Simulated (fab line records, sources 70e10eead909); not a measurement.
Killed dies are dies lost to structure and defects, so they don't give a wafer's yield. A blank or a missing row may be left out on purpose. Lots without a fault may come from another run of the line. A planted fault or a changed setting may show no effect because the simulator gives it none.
fab line records | flow nand_harc
record lots=22 wafers=66 last_day=24
route steps=1159 shown A_CONTACT@921
lots that met no fault: from a run of the same line without faults
start_h: hours from the record's first day to the start of the lot's first wafer shown | wait_h: hours since the lot's step before | " the same as in the row above | L1.1+2: a row that stands for several wafers | - no value, or no start given | * or withheld: withheld | < > ~ a bound
route shown NAME@n: a module of which the file shows steps, and the number in the route of the first | usual: mean/standard deviation of fault-free wafers | same: alike in all rows | chamber/n: place in a boat | sites: the reading at each site | _std_site: their standard deviation | _edge_site: outer sites' mean less inner sites' | radius_mm: how far each site lies from the wafer's centre | mask NAME#n: copy n | behind: the tool/chamber that last shaped the wafer | hold: why the lot was held/for how many hours/how that ended | device: the transistor (n, p or np) that didn't switch | end of line: the same wafers' tests at the end of the route | a step without rows: its recipe alone | killed: dies lost to structure and defects at the first sort, not the wafer's yield | map: a wafer's dies, x killed, . not, _ none there
set.NAME: the setting as run; set.NAME@STEP: as run at that earlier step | model.NAME: the simulator's own value behind a step, which no gauge read
steps of the route over a sample of lots; a table a step, a row a wafer
services: from which hour (start_h, from the record's first day; less than 0 if before it) a tool's chamber was out of use, for how many hours, and why
## steps
# step NHARC_A_CONTACT_STRIP_82
# recipe o2_flow_sccm=500 ar_flow_sccm=0 bias_w=0 chemistry=O2
# usual chamber_pressure_mTorr=60.01/0.05 drypump_motor_current_A=5.6/0.54 oes_product_au=0.998/0.007 rf_vpp_V=57.8/0.98 showerhead_plenum_p_Torr=3.58/0.16 throttle_valve_pct=17.036/0.009
# columns lot.wafer tool chamber start_h wait_h chamber_pressure_mTorr drypump_motor_current_A oes_product_au rf_hours_counter_h rf_vpp_V showerhead_plenum_p_Torr throttle_valve_pct
L074.2 rie_diel-12 2 - - 60.01 5.8 1.001 58 58.0 3.51 17.029
L074.4 " 0 " " 59.95 5.8 1.002 58 58.2 3.50 17.038
L074.6 " 2 " " 59.94 5.8 1.002 - 57.4 3.51 17.031
L075.1 rie_diel-11 3 - - 60.02 5.9 1.013 2 58.6 3.73 17.040
L075.3 " 1 " " 59.97 6.4 1.009 4 57.0 3.34 17.029
L075.6 " 3 " " 59.99 5.9 1.009 - 58.8 3.73 17.035
L076.3 rie_diel-02 3 - - 59.93 5.8 0.999 13 57.9 3.67 17.039
L076.2 " 0 " " 60.02 6.3 1.003 13 57.6 3.71 17.038
L076.5 " 2 " " 59.95 5.5 0.996 - 58.0 3.30 17.050
L078.3 rie_diel-02 3 - - 60.00 5.8 0.995 14 58.0 3.66 17.032
L078.6 " 1 " " 60.00 4.9 0.989 - 56.6 3.59 17.038
L078.5 " 2 " " 59.99 5.5 0.996 - 56.9 3.30 17.033
L077.3 rie_diel-11 1 - - 59.97 6.4 1.007 7 55.5 3.34 17.048
L077.1 " 3 " " 59.98 5.9 1.004 5 59.0 3.73 17.029
L077.5 " 1 " " 60.01 6.4 0.992 - 55.8 3.34 17.032
L079.3 rie_diel-02 3 - - 60.01 5.8 0.999 16 57.4 3.66 17.032
L079.1 " 0 " " 60.03 6.3 1.005 16 58.5 3.71 17.020
L079.2 " 2 " " 59.97 5.5 1.005 15 56.9 3.30 17.014
L080.1 rie_diel-11 2 - - 59.96 4.8 0.999 21 56.9 3.66 17.025
L080.5 " 2 " " 60.09 4.9 1.004 - 58.4 3.66 17.031
L080.6 " 3 " " 60.04 5.9 0.999 - 57.2 3.73 17.046
L081.4 rie_diel-11 1 - - 60.08 6.4 0.997 23 56.9 3.33 17.038
L081.5 " 2 " " 60.03 4.8 0.992 - 57.5 3.66 17.052
L081.6 " 3 " " 60.04 5.9 1.006 - 58.3 3.72 17.016
L082.4 rie_diel-11 0 - - 59.99 5.1 0.995 19 58.1 3.80 17.026
L082.3 " 1 " " 59.99 6.3 1.008 23 57.0 3.33 17.038
L082.6 " 1 " " 60.04 6.4 1.002 - 58.1 3.33 17.031
L083.4 rie_diel-02 0 - - 60.01 6.3 0.994 20 58.0 3.71 17.037
L083.3 " 1 " " 60.02 4.9 0.986 17 59.4 3.59 17.043
L083.2 " 2 " " 60.03 5.5 1.006 18 56.7 3.30 17.051
L085.1 rie_diel-02 0 - - 59.97 6.3 0.990 22 58.1 3.71 17.034
L085.3 " 1 " " 60.00 4.9 0.998 19 57.4 3.59 17.028
L085.5 " 3 " " 60.03 5.8 0.986 - 57.7 3.66 17.022
L086.3 rie_diel-02 2 - - 59.98 5.5 1.003 23 56.5 3.30 17.028
L086.1 " 3 " " 60.00 5.8 1.004 23 59.4 3.66 17.055
L086.5 " 1 " " 60.02 4.9 0.999 - 57.7 3.59 17.033
L087.3 rie_diel-12 0 - - 60.01 5.7 0.996 20 58.9 3.49 17.034
L087.2 " 2 " " 59.99 5.8 1.003 22 56.2 3.49 17.036
L087.5 " 2 " " 60.04 5.8 1.011 - 58.1 3.49 17.028
L089.4 rie_diel-02 0 - - 59.93 6.3 0.991 25 57.1 3.71 17.035
L089.3 " 1 " " 59.99 4.9 0.990 23 57.6 3.58 17.046
L089.5 " 3 " " 59.93 5.8 0.985 - 58.9 3.66 17.037
L084.3 rie_diel-12 3 - - 59.96 6.0 1.016 24 58.8 3.62 17.026
L084.2 " 1 " " 60.02 5.0 0.986 23 58.4 3.33 17.035
L084.4 " 2 " " 60.01 5.7 1.008 25 56.7 3.49 17.019
L088.1 rie_diel-11 1 - - 60.10 6.4 1.012 40 56.5 3.32 17.048
L088.3 " 3 " " 60.00 5.9 1.005 32 56.4 3.72 17.040
L088.6 " 1 " " 59.94 6.4 1.004 - 56.6 3.32 17.033
L090.3 rie_diel-02 0 - - 60.05 6.3 0.993 27 58.7 3.70 17.047
L090.2 " 1 " " 60.00 4.9 0.984 25 56.7 3.58 17.038
L090.1 " 3 " " 60.09 5.8 0.988 27 58.1 3.66 17.017
L091.4 rie_diel-11 0 - - 60.00 5.0 0.996 42 57.6 3.78 17.035
L091.6 " 3 " " 60.04 5.9 1.007 - 58.7 3.71 17.039
L091.5 " 0 " " 60.10 5.0 0.999 - 59.5 3.78 17.035
L093.2 rie_diel-11 3 - - 60.02 6.0 0.997 38 59.0 3.71 17.030
L093.3 " 1 " " 60.03 6.4 0.994 45 56.9 3.32 17.026
L093.6 " 0 " " 59.94 5.1 0.997 - 58.5 3.78 17.035
L094.1 rie_diel-02 1 - - 60.06 4.9 0.990 30 57.7 3.58 17.031
L094.3 " 0 " " 60.05 6.3 0.990 31 58.0 3.70 17.034
L094.5 " 3 " " 60.00 5.8 0.998 - 58.0 3.66 17.046
L092.2 rie_diel-02 3 - - 59.99 5.8 0.993 32 57.6 3.65 17.037
L092.1 " 0 " " 59.97 6.3 0.997 32 56.9 3.70 17.040
L092.6 " 2 " " 59.92 5.5 1.003 - 58.4 3.29 17.029
L095.3 rie_diel-12 1 - - 59.96 5.0 0.999 48 56.0 3.32 17.027
L095.4 " 2 " " 59.97 5.8 1.001 51 56.6 3.48 17.026
L095.2 " 0 " " 59.99 5.8 1.004 48 56.3 3.48 17.039
# step NHARC_A_CONTACT_DEP_84
# recipe target_thk_a=20000 temp_c=400 material=aC
# usual throttle_valve_pct=35.000/0.0087
# columns lot.wafer tool chamber start_h wait_h throttle_valve_pct
L074.2 acl_dep-01 0 377.43 - 35.002
L074.4 " 0 " " 35.013
L074.6 " 0 " " 34.993
L075.1 acl_dep-02 0 388.03 - 34.992
L075.3 " 0 " " 35.005
L075.6 " 0 " " 34.994
L076.2 acl_dep-01 0 388.55 - 35.017
L076.3 " 0 " " 34.995
L076.5 " 0 " " 35.000
L078.3 acl_dep-02 0 393.67 - 35.001
L078.5 " 0 " " 34.994
L078.6 " 0 " " 35.013
L077.1 acl_dep-01 0 395.92 - 34.993
L077.3 " 0 " " 34.983
L077.5 " 0 " " 34.996
L079.1 acl_dep-01 0 417.04 - 34.991
L079.2 " 0 " " 35.007
L079.3 " 0 " " 35.000
L080.1 acl_dep-03 0 425.54 - 34.987
L080.5 " 0 " " 35.002
L080.6 " 0 " " 35.000
L081.4 acl_dep-01 0 431.35 - 34.993
L081.5 " 0 " " 34.999
L081.6 " 0 " " 34.998
L082.3 acl_dep-01 0 434.29 - 35.000
L082.4 " 0 " " 35.004
L082.6 " 0 " " 34.995
L083.2 acl_dep-01 0 435.33 - 34.992
L083.3 " 0 " " 34.992
L083.4 " 0 " " 35.008
L085.1 acl_dep-01 0 446.93 - 34.989
L085.3 " 0 " " 34.995
L085.5 " 0 " " 34.997
L086.1 acl_dep-02 0 451.82 - 35.000
L086.3 " 0 " " 34.998
L086.5 " 0 " " 35.012
L087.2 acl_dep-03 0 453.77 - 34.991
L087.3 " 0 " " 34.992
L087.5 " 0 " " 35.010
L089.3 acl_dep-01 0 458.99 - 35.010
L089.4 " 0 " " 35.000
L089.5 " 0 " " 34.995
L084.2 acl_dep-03 0 459.22 - 35.003
L084.3 " 0 " " 35.000
L084.4 " 0 " " 34.999
L088.1 acl_dep-03 0 469.86 - 34.994
L088.3 " 0 " " 35.001
L088.6 " 0 " " 35.002
L090.1 acl_dep-02 0 473.77 - 34.998
L090.2 " 0 " " 35.000
L090.3 " 0 " " 35.002
L091.4 acl_dep-02 0 485.66 - 35.000
L091.5 " 0 " " 35.008
L091.6 " 0 " " 35.005
L093.2 acl_dep-03 0 488.12 - 35.017
L093.3 " 0 " " 35.001
L093.6 " 0 " " 34.992
L094.1 acl_dep-03 0 493.14 - 34.997
L094.3 " 0 " " 35.004
L094.5 " 0 " " 34.995
L092.1 acl_dep-01 0 498.48 - 35.005
L092.2 " 0 " " 35.001
L092.6 " 0 " " 34.978
L095.2 acl_dep-03 0 521.24 - 34.998
L095.3 " 0 " " 34.992
L095.4 " 0 " " 35.007
# step NHARC_A_CONTACT_ETCH_89
# recipe target_depth_a=2600 over_etch_frac=0.3 time_s=475.3 ion_energy_ev=200 n2_flow_sccm=150 h2_flow_sccm=150 ar_flow_sccm=0 rf_w=400 bias_w=150 chemistry=N2/H2
# usual chamber_pressure_mTorr=30.00/0.033 drypump_motor_current_A=5.6/0.51 n2_flow_sccm=149.9/0.44 oes_product_au=0.998/0.0078 rf_vpp_V=430.8/2.9 showerhead_plenum_p_Torr=2.05/0.1 throttle_valve_pct=14.171/0.01
# columns lot.wafer tool chamber start_h wait_h chamber_pressure_mTorr drypump_motor_current_A n2_flow_sccm oes_product_au rf_hours_counter_h rf_vpp_V showerhead_plenum_p_Torr throttle_valve_pct
L074.2 rie_diel-11 2 - - 29.96 4.8 150.3 0.995 1 432.8 2.13 14.160
L074.6 " 0 " " 30.01 5.0 149.9 0.992 - 435.1 2.22 14.175
L074.4 " 2 " " 29.98 4.8 150.3 1.006 - 432.0 2.13 14.174
L075.1 rie_diel-12 0 - - 30.00 5.7 149.6 1.011 0 430.2 2.02 14.167
L075.3 " 2 " " 29.98 5.8 149.7 0.999 1 430.8 2.03 14.177
L075.6 " 0 " " 30.01 5.7 150.0 1.014 - 429.7 2.02 14.166
L076.2 rie_diel-11 3 - - 30.00 5.9 149.9 1.014 4 433.7 2.17 14.158
L076.3 " 0 " " 30.04 5.1 150.5 0.996 6 434.8 2.22 14.166
L076.5 " 3 " " 29.98 5.9 150.1 0.997 - 433.1 2.17 14.157
L078.3 rie_diel-12 0 - - 29.96 5.7 150.0 0.992 2 429.9 2.02 14.161
L078.5 " 0 " " 30.03 5.7 149.5 1.003 - 430.7 2.02 14.181
L078.6 " 1 " " 30.00 5.0 150.0 0.994 - 424.8 1.92 14.182
L077.3 rie_diel-12 1 - - 30.01 5.0 149.0 0.996 3 425.9 1.92 14.175
L077.1 " 3 " " 30.01 6.0 149.5 1.005 3 432.9 2.11 14.167
L077.5 " 1 " " 29.95 4.9 149.9 0.997 - 428.0 1.92 14.189
L079.2 rie_diel-12 3 - - 30.01 6.0 149.9 0.997 9 432.5 2.11 14.173
L079.1 " 1 " " 29.98 5.0 149.7 0.981 9 425.4 1.92 14.169
L079.3 " 2 " " 29.98 5.8 150.4 1.007 10 429.4 2.02 14.164
L080.1 rie_diel-02 0 - - 30.03 6.3 149.9 0.989 19 433.3 2.16 14.177
L080.6 " 2 " " 30.01 5.5 149.6 1.002 - 426.9 1.90 14.181
L080.5 " 3 " " 29.98 5.8 150.2 0.986 - 431.6 2.13 14.171
L081.4 rie_diel-02 1 - - 30.02 4.9 149.4 0.997 17 432.8 2.08 14.167
L081.6 " 0 " " 30.05 6.3 150.8 1.008 - 432.4 2.16 14.163
L081.5 " 1 " " 30.00 4.9 150.0 0.996 - 431.6 2.08 14.163
L082.4 rie_diel-02 2 - - 30.02 5.5 150.6 0.988 19 426.7 1.90 14.166
L082.3 " 3 " " 30.00 5.8 149.7 0.994 19 433.2 2.13 14.178
L082.6 " 3 " " 30.05 5.8 149.9 0.983 - 433.4 2.12 14.167
L083.3 rie_diel-11 3 - - 29.98 5.9 150.3 1.005 19 433.3 2.16 14.188
L083.4 " 0 " " 30.04 5.0 150.0 0.998 22 436.6 2.21 14.178
L083.2 " 1 " " 30.00 6.4 150.0 0.993 26 426.8 1.91 14.179
L085.1 rie_diel-02 0 - - 29.97 6.3 149.7 0.993 23 434.1 2.15 14.185
L085.3 " 1 " " 29.99 4.9 149.6 0.990 21 430.4 2.08 14.176
L085.5 " 0 " " 30.00 6.3 149.6 1.003 - 432.6 2.15 14.163
L086.1 rie_diel-11 2 - - 29.99 4.8 149.5 1.014 33 432.7 2.12 14.174
L086.3 " 3 " " 30.04 5.9 150.4 1.006 28 433.9 2.16 14.194
L086.5 " 2 " " 29.99 4.8 150.0 1.005 - 431.7 2.12 14.189
L087.3 rie_diel-02 3 - - 30.03 5.8 150.1 0.996 24 432.1 2.12 14.176
L087.2 " 2 " " 29.99 5.5 150.2 0.989 24 426.7 1.89 14.174
L087.5 " 3 " " 29.98 5.8 150.1 0.994 - 433.9 2.12 14.168
L089.3 rie_diel-02 0 - - 30.00 6.3 148.8 0.999 25 432.9 2.15 14.206
L089.4 " 1 " " 30.01 4.9 149.0 1.000 23 432.8 2.08 14.177
L089.5 " 2 " " 30.03 5.5 150.7 0.991 - 426.6 1.89 14.191
L084.3 rie_diel-12 0 - - 30.02 5.7 150.2 1.004 24 428.7 2.01 14.172
L084.4 " 1 " " 30.01 5.0 150.3 0.996 24 428.1 1.91 14.176
L084.2 " 2 " " 30.03 5.8 150.3 1.005 26 430.6 2.02 14.174
L088.1 rie_diel-02 0 - - 29.95 6.3 150.6 1.004 27 433.7 2.15 14.176
L088.3 " 3 " " 30.01 5.8 149.8 0.988 27 431.6 2.12 14.188
L088.6 " 0 " " 30.01 6.3 150.7 0.997 - 434.9 2.15 14.196
L090.2 rie_diel-02 0 - - 30.00 6.3 150.3 0.993 28 433.4 2.15 14.161
L090.3 " 1 " " 30.01 4.9 149.7 0.985 27 431.2 2.07 14.161
L090.1 " 3 " " 30.02 5.8 150.8 0.991 28 433.5 2.12 14.169
L091.4 rie_diel-02 3 - - 30.01 5.8 149.9 0.987 30 432.8 2.12 14.166
L091.6 " 1 " " 30.00 4.9 150.0 0.983 - 430.2 2.07 14.166
L091.5 " 2 " " 29.96 5.5 149.8 1.004 - 427.2 1.89 14.159
L093.3 rie_diel-12 3 - - 29.98 5.9 150.6 0.998 37 432.9 2.10 14.179
L093.2 " 0 " " 29.97 5.7 150.8 0.995 36 428.9 2.01 14.172
L093.6 " 2 " " 30.12 5.8 149.1 1.005 - 429.9 2.01 14.152
L094.1 rie_diel-11 0 - - 30.00 5.1 149.5 0.997 46 434.8 2.20 14.153
L094.3 " 2 " " 30.03 4.8 149.8 1.002 46 432.3 2.12 14.181
L094.5 " 1 " " 29.96 6.4 150.4 0.995 - 427.7 1.90 14.187
L092.2 rie_diel-02 0 - - 30.04 6.3 150.5 0.994 33 432.6 2.15 14.178
L092.1 " 2 " " 30.01 5.5 150.6 0.998 32 427.2 1.89 14.168
L092.6 " 0 " " 30.06 6.3 149.7 0.992 - 433.9 2.15 14.169
L095.2 rie_diel-02 1 - - 29.98 4.9 149.4 0.989 3 431.7 2.07 14.163
L095.4 " 2 " " 29.99 5.5 150.0 1.003 2 427.5 1.89 14.164
L095.3 " 3 " " 29.98 5.8 149.8 1.003 2 431.6 2.12 14.169
# step NHARC_A_CONTACT_ETCH_30
# recipe target_depth_a=605 time_s=30.2 cf4_flow_sccm=100 chf3_flow_sccm=30 ar_flow_sccm=0 rf_w=500 bias_w=200 chemistry=CF4/CHF3
# usual chamber_pressure_mTorr=24.999/0.023 drypump_motor_current_A=5.6/0.49 oes_product_au=0.936/0.021 rf_vpp_V=370.7/2.6 showerhead_plenum_p_Torr=1.58/0.073 throttle_valve_pct=16.803/0.0093
# columns lot.wafer tool chamber start_h wait_h chamber_pressure_mTorr drypump_motor_current_A oes_product_au rf_hours_counter_h rf_vpp_V showerhead_plenum_p_Torr throttle_valve_pct
L074.2 rie_diel-11 1 - - 24.997 6.4 0.949 1 367.1 1.49 16.816
L074.4 " 0 " " 25.015 5.1 0.946 - 373.9 1.70 16.813
L074.6 " 1 " " 24.989 6.3 0.941 - 368.2 1.49 16.802
L075.1 rie_diel-12 3 - - 25.032 6.0 0.982 1 371.9 1.62 16.803
L075.3 " 0 " " 25.007 5.7 0.978 1 370.6 1.56 16.810
L075.6 " 0 " " 24.990 5.7 0.975 - 369.2 1.56 16.808
L076.3 rie_diel-11 2 - - 24.987 4.8 0.937 6 373.1 1.64 16.800
L076.2 " 0 " " 24.981 5.0 0.929 6 375.4 1.70 16.807
L076.5 " 1 " " 24.995 6.3 0.929 - 368.7 1.49 16.806
L078.3 rie_diel-12 1 - - 25.011 5.0 0.949 2 367.6 1.49 16.800
L078.5 " 2 " " 25.002 5.8 0.984 - 370.6 1.56 16.799
L078.6 " 3 " " 25.034 5.9 0.974 - 371.6 1.62 16.794
L077.1 rie_diel-12 2 - - 24.971 5.7 0.990 4 369.5 1.56 16.791
L077.3 " 3 " " 24.988 5.9 0.970 3 371.5 1.62 16.791
L077.5 " 1 " " 24.990 5.0 0.968 - 366.3 1.49 16.811
L079.3 rie_diel-12 1 - - 25.018 5.0 0.899 9 367.8 1.49 16.812
L079.2 " 2 " " 24.986 5.7 0.928 10 370.5 1.56 16.805
L079.1 " 0 " " 25.041 5.7 0.924 8 369.3 1.56 16.793
L080.1 rie_diel-02 3 - - 25.022 5.8 0.966 18 373.3 1.63 16.792
L080.6 " 1 " " 25.004 4.9 0.951 - 372.3 1.60 16.804
L080.5 " 2 " " 25.022 5.5 0.957 - 367.3 1.47 16.812
L081.4 rie_diel-02 3 - - 25.017 5.8 0.921 19 373.7 1.63 16.812
L081.5 " 0 " " 25.009 6.3 0.924 - 373.7 1.66 16.809
L081.6 " 1 " " 24.958 4.9 0.916 - 371.0 1.60 16.802
L082.4 rie_diel-02 0 - - 25.057 6.2 0.923 20 373.4 1.66 16.810
L082.3 " 1 " " 25.000 4.9 0.919 18 372.0 1.60 16.804
L082.6 " 2 " " 24.993 5.5 0.911 - 366.7 1.47 16.801
L083.3 rie_diel-11 0 - - 25.022 5.1 0.923 22 375.5 1.69 16.803
L083.2 " 1 " " 24.991 6.4 0.923 26 367.0 1.48 16.800
L083.4 " 2 " " 25.067 4.8 0.930 24 372.6 1.63 16.809
L085.3 rie_diel-02 1 - - 25.039 5.0 0.929 21 371.5 1.60 16.773
L085.1 " 0 " " 24.993 6.3 0.927 23 373.0 1.65 16.801
L085.5 " 2 " " 24.976 5.5 0.926 - 367.5 1.47 16.806
L086.1 rie_diel-11 1 - - 24.974 6.3 0.918 34 368.1 1.48 16.809
L086.3 " 2 " " 24.981 4.8 0.922 33 374.0 1.63 16.792
L086.5 " 0 " " 25.011 5.1 0.918 - 373.6 1.69 16.819
L087.2 rie_diel-02 2 - - 24.989 5.5 0.949 24 367.2 1.47 16.802
L087.3 " 0 " " 24.957 6.3 0.976 25 373.9 1.65 16.801
L087.5 " 1 " " 25.035 4.9 0.955 - 372.1 1.60 16.784
L089.3 rie_diel-02 0 - - 24.987 6.3 0.913 26 373.7 1.65 16.802
L089.4 " 2 " " 24.979 5.5 0.915 25 367.6 1.47 16.795
L089.5 " 3 " " 24.973 5.8 0.915 - 372.9 1.63 16.808
L084.2 rie_diel-12 0 - - 24.987 5.7 0.926 24 370.2 1.56 16.820
L084.3 " 1 " " 25.028 5.0 0.914 24 366.9 1.48 16.794
L084.4 " 2 " " 24.983 5.8 0.925 26 370.4 1.56 16.790
L088.3 rie_diel-02 2 - - 24.979 5.5 0.958 27 367.3 1.47 16.820
L088.1 " 3 " " 24.956 5.8 0.970 27 372.4 1.63 16.814
L088.6 " 1 " " 25.011 4.9 0.952 - 371.0 1.60 16.812
L090.2 rie_diel-02 0 - - 24.997 6.3 0.917 29 372.6 1.65 16.789
L090.1 " 1 " " 25.016 4.9 0.926 27 371.7 1.60 16.807
L090.3 " 2 " " 24.998 5.5 0.919 28 368.0 1.47 16.805
L091.4 rie_diel-02 3 - - 24.967 5.8 0.925 30 373.4 1.63 16.798
L091.6 " 2 " " 24.999 5.5 0.922 - 368.3 1.47 16.806
L091.5 " 3 " " 24.966 5.8 0.930 - 371.9 1.63 16.818
L093.2 rie_diel-12 1 - - 25.025 5.0 0.925 35 367.5 1.48 16.810
L093.3 " 2 " " 25.008 5.7 0.932 38 370.9 1.55 16.801
L093.6 " 1 " " 24.992 5.0 0.925 - 367.7 1.48 16.812
L094.3 rie_diel-11 1 - - 25.008 6.4 0.925 49 368.6 1.48 16.805
L094.1 " 2 " " 25.002 4.8 0.934 46 372.4 1.63 16.796
L094.5 " 1 " " 24.970 6.4 0.933 - 367.6 1.48 16.822
L092.2 rie_diel-02 3 - - 25.036 5.8 0.910 32 373.1 1.63 16.798
L092.1 " 1 " " 24.996 4.9 0.917 31 371.7 1.60 16.804
L092.6 " 3 " " 25.003 5.8 0.919 - 371.8 1.63 16.811
L095.4 rie_diel-02 2 - - 25.005 5.5 0.922 2 366.8 1.47 16.811
L095.2 " 3 " " 24.967 5.8 0.920 2 373.6 1.63 16.806
L095.3 " 0 " " 24.980 6.3 0.969 2 372.9 1.65 16.809
# step NHARC_A_CONTACT_ETCH_136
# recipe source_w=withheld pressure_mtorr=20 bias_v=3000 time_s=132 target_depth_a=12870 ar_flow_sccm=withheld c4f8_flow_sccm=withheld o2_flow_sccm=withheld chemistry=C4F8/O2/Ar
# usual chamber_pressure_mTorr=19.998/0.018 oes_air_line_au=1.000/0.017
# columns lot.wafer tool chamber start_h wait_h chamber_pressure_mTorr oes_air_line_au rf_hours_counter_h
L074.2 har_cap_etch-03 0 381.11 0.1 20.014 1.015 86
L074.4 " 1 " " 19.988 0.990 -
L074.6 " 0 " " 19.982 1.001 -
L075.1 har_cap_etch-02 1 391.38 0.1 20.010 1.011 14
L075.3 " 1 " " 19.994 0.970 -
L075.6 " 0 " " 20.006 1.012 -
L076.2 har_cap_etch-03 0 392.10 0.1 19.994 1.014 90
L076.3 " 0 " " 19.965 1.000 -
L076.5 " 0 " " 20.006 1.018 -
L078.3 har_cap_etch-02 1 396.69 0.1 19.996 0.983 -
L078.6 " 1 " " 20.014 0.958 -
L078.5 " 0 " " 20.009 1.015 -
L077.1 har_cap_etch-03 1 399.41 0.1 19.996 1.022 90
L077.3 " 1 " " 19.977 0.998 -
L077.5 " 0 " " 20.016 1.022 -
L079.1 har_cap_etch-02 1 420.66 0.1 19.992 1.013 17
L079.2 " 0 " " 19.993 0.983 17
L079.3 " 0 " " 20.023 0.988 -
L080.1 har_cap_etch-02 0 429.17 0.1 19.982 1.018 19
L080.6 " 1 " " 19.950 1.011 -
L080.5 " 0 " " 19.995 1.026 -
L081.4 har_cap_etch-02 1 434.26 0.1 20.035 1.004 -
L081.5 " 0 " " 20.046 0.992 -
L081.6 " 1 " " 20.008 1.022 -
L082.3 har_cap_etch-03 0 437.53 0.1 19.992 1.025 -
L082.4 " 1 " " 20.012 1.003 -
L082.6 " 1 " " 20.002 1.012 -
L083.2 har_cap_etch-02 1 438.70 0.1 19.978 1.003 20
L083.4 " 1 " " 19.969 1.020 -
L083.3 " 0 " " 19.968 1.003 -
L085.1 har_cap_etch-01 1 450.52 0.1 20.020 1.001 71
L085.3 " 1 " " 19.984 0.999 -
L085.5 " 0 " " 20.016 1.022 -
L086.1 har_cap_etch-03 0 456.82 0.1 20.009 1.023 101
L086.3 " 1 " " 19.995 1.006 -
L086.5 " 0 " " 19.984 1.027 -
L087.2 har_cap_etch-02 1 457.11 0.1 19.974 1.002 25
L087.3 " 0 " " 20.026 1.037 -
L087.5 " 1 " " 19.999 0.990 -
L089.3 har_cap_etch-01 1 462.27 0.1 20.009 0.984 -
L089.4 " 0 " " 19.975 0.984 -
L089.5 " 1 " " 20.014 1.017 -
L084.2 har_cap_etch-03 1 463.07 0.1 20.037 0.996 102
L084.3 " 0 " " 20.013 0.985 -
L084.4 " 1 " " 19.987 1.016 -
L088.1 har_cap_etch-02 1 473.21 0.1 20.026 0.999 27
L088.3 " 0 " " 19.988 0.981 -
L088.6 " 0 " " 19.999 0.999 -
L090.1 har_cap_etch-02 1 477.43 0.1 20.014 0.981 28
L090.2 " 0 " " 19.966 1.026 28
L090.3 " 0 " " 20.004 1.007 -
L091.4 har_cap_etch-03 1 488.74 0.1 20.001 0.988 -
L091.5 " 0 " " 20.029 0.991 -
L091.6 " 1 " " 19.991 0.990 -
L093.2 har_cap_etch-01 0 491.41 0.1 19.991 1.014 79
L093.3 " 1 " " 20.002 1.010 -
L093.6 " 0 " " 20.017 1.015 -
L094.1 har_cap_etch-02 1 496.64 0.1 19.974 1.022 31
L094.3 " 0 " " 20.029 1.001 -
L094.5 " 1 " " 20.007 1.025 -
L092.1 har_cap_etch-01 0 501.88 0.1 19.997 0.972 80
L092.2 " 1 " " 19.991 1.025 80
L092.6 " 1 " " 19.989 1.039 -
L095.2 har_cap_etch-02 1 525.28 0.1 20.006 1.024 37
L095.4 " 0 " " 19.969 0.991 -
L095.3 " 1 " " 19.953 0.981 -
# step NHARC_A_CONTACT_ALD_18
# recipe target_thk_a=30 pulse_time_s=1 ald_cycles=150 temp_c=450 material=TiN
# usual heater_power_w=1089/130 precursor_pulse_height_rel=1.002/0.02
# same pulse_time_s=1
# columns lot.wafer tool chamber start_h wait_h heater_power_w precursor_pulse_height_rel
L074.4 ald_metal-03 2 383.84 - 806 1.002
L074.2 " 3 " " 998 0.968
L074.6 " 0 " " 1289 0.974
L075.1 ald_metal-04 1 393.42 - 1320 0.989
L075.3 " 0 " " 1155 1.020
L075.6 " 1 " " 1285 0.994
L076.2 ald_metal-01 3 394.15 - 1131 0.983
L076.3 " 0 " " 991 0.990
L076.5 " 2 " " 1204 1.006
L078.3 ald_metal-03 0 398.60 - 1277 1.021
L078.5 " 3 " " 1025 0.999
L078.6 " 0 " " 1313 1.008
L077.1 ald_metal-03 3 401.32 - 1063 1.001
L077.3 " 1 " " 1005 0.990
L077.5 " 0 " " 1276 0.980
L079.3 ald_metal-01 1 422.97 - 1138 1.010
L079.1 " 2 " " 1199 1.000
L079.2 " 3 " " 1106 1.002
L080.1 ald_metal-01 3 431.15 - 1106 1.014
L080.6 " 1 " " 1149 1.012
L080.5 " 2 " " 1212 1.023
L081.4 ald_metal-03 3 436.16 - 1044 0.988
L081.6 " 1 " " 1025 1.010
L081.5 " 2 " " 822 1.000
L082.3 ald_metal-03 2 439.50 - 803 0.989
L082.4 " 3 " " 1012 0.981
L082.6 " 2 " " 801 1.016
L083.2 ald_metal-04 1 440.64 - 1216 1.008
L083.3 " 3 " " 1090 0.982
L083.4 " 0 " " 1124 1.000
L085.1 ald_metal-01 0 452.82 - 1007 0.989
L085.3 " 1 " " 1165 0.999
L085.5 " 3 " " 1092 1.011
L086.1 ald_metal-04 3 458.86 - 1099 1.005
L086.3 " 1 " " 1252 0.993
L086.5 " 2 " " 1017 0.980
L087.2 ald_metal-03 0 459.21 - 1274 1.009
L087.3 " 1 " " 1007 0.972
L087.5 " 2 " " 802 1.003
L089.3 ald_metal-04 1 464.27 - 1224 0.985
L089.4 " 2 " " 1022 0.978
L089.5 " 0 " " 1143 1.036
L084.2 ald_metal-03 0 465.02 - 1316 1.004
L084.3 " 1 " " 1010 0.981
L084.4 " 2 " " 820 0.967
L088.3 ald_metal-04 2 475.13 - 995 0.980
L088.1 " 1 " " 1226 0.994
L088.6 " 3 " " 1086 1.010
L090.3 ald_metal-03 3 479.98 - 1057 0.981
L090.1 " 0 " " 1300 0.983
L090.2 " 1 " " 1014 0.999
L091.4 ald_metal-04 3 490.68 - 1078 0.982
L091.5 " 0 " " 1138 0.992
L091.6 " 1 " " 1221 1.034
L093.3 ald_metal-01 0 493.36 - 1021 1.014
L093.2 " 1 " " 1170 0.995
L093.6 " 0 " " 1032 1.016
L094.1 ald_metal-01 0 499.04 - 1009 0.960
L094.3 " 1 " " 1148 1.007
L094.5 " 2 " " 1083 1.017
L092.1 ald_metal-01 2 503.94 - 1114 0.998
L092.2 " 0 " " 1047 1.020
L092.6 " 3 " " 1161 0.979
L095.4 ald_metal-04 2 527.39 - 996 0.998
L095.3 " 0 " " 1138 1.024
L095.2 " 1 " " 1236 1.021
## services
# columns tool chamber start_h hours kind
rie_diel-02 1 359.95 6.9 repair
rie_diel-02 0 361.29 - clean
rie_diel-02 2 361.29 - clean
rie_diel-11 2 363.14 3.9 repair
rie_diel-11 - 366.82 9.0 pm
ald_metal-01 - 373.42 0.3 repair
rie_diel-12 - 379.69 9.0 pm
acl_dep-03 - 405.20 13.0 pm
rie_diel-12 3 406.51 1.2 repair
har_cap_etch-02 - 418.51 0.6 repair
rie_diel-12 - 423.86 1.4 repair
har_cap_etch-01 - 434.52 0.1 repair
ald_metal-03 1 448.42 9.4 repair
rie_diel-12 3 450.91 2.4 repair
ald_metal-01 - 458.00 10.0 pm
acl_dep-01 - 474.17 13.0 pm
ald_metal-01 - 487.72 2.2 repair
rie_diel-02 2 490.18 1.7 repair
ald_metal-03 - 500.00 10.0 pm
rie_diel-02 - 504.79 9.0 pm
rie_diel-12 3 504.83 5.6 repair
rie_diel-11 1 509.97 11.8 repair
har_cap_etch-03 - 512.78 0.4 repair
rie_diel-02 0 513.83 1.9 repair
## key
fault none
